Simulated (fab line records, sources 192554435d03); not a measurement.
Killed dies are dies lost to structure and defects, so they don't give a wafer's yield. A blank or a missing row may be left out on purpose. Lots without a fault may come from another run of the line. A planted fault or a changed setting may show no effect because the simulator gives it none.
Chamber matching | flow n5_finfet | N5_BEOL_M8_ETCH_65 on rie_diel-01: 4 sister chambers
The step etches SiARC in CF4, target depth 15.6 nm, time 26 s. 8 wafers are shown with their chamber, then 10 later ones without.

WAFERS WITH THEIR CHAMBER
wafer  | chamber | drypump_motor_current_A (A) | etch_rf_on_time_s (s)
L083.4 | 0       | 5.34                        | 27.0
L085.2 | 0       | 5.33                        | 27.6
L090.4 | 3       | 5.23                        | 25.4
L088.1 | 3       | 5.23                        | 25.6
L088.3 | 1       | 5.64                        | 26.1
L088.5 | 2       | 5.76                        | 26.5
L092.1 | 1       | 5.63                        | 26.1
L092.2 | 2       | 5.81                        | 26.6

WAFERS WITHOUT THEIR CHAMBER
wafer  | drypump_motor_current_A (A) | etch_rf_on_time_s (s)
L092.3 | 5.34                        | 26.0
L094.2 | 5.23                        | 25.8
L094.3 | 5.63                        | 25.7
L094.4 | 5.78                        | 26.4
L097.2 | 5.63                        | 26.0
L097.4 | 5.64                        | 26.2
L097.6 | 5.33                        | 25.9
L095.3 | 5.64                        | 25.9
L095.4 | 5.66                        | 25.9
L095.5 | 5.25                        | 26.1

WHICH CHAMBER EACH WENT THROUGH
wafer  | from the rows above     | in truth
L092.3 | can't be placed: 0 or 3 | 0
L094.2 | 3                       | 3
L094.3 | 1                       | 1
L094.4 | 2                       | 2
L097.2 | 1                       | 1
L097.4 | 1                       | 1
L097.6 | can't be placed: 3 or 0 | 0
L095.3 | 1                       | 1
L095.4 | 1                       | 1
L095.5 | 3                       | 3
Placed correctly: 8 of 10. Can't be placed from these rows: 2 (the true chamber is among the candidates in 2). Placed wrongly: 0.
How it was worked out, from the rows above alone: a wafer's distance from a chamber is the root of the sum, over the readings, of the square of ((its reading less the chamber's mean) divided by the reading's scatter). The wafer belongs to the nearest chamber; if the next one is less than 2 further off, it can't be placed. A chamber's mean is the mean of its shown wafers. The scatter: the root of (the sum of the squares of (reading less its chamber's mean) over the shown wafers, divided by (wafers less chambers)).
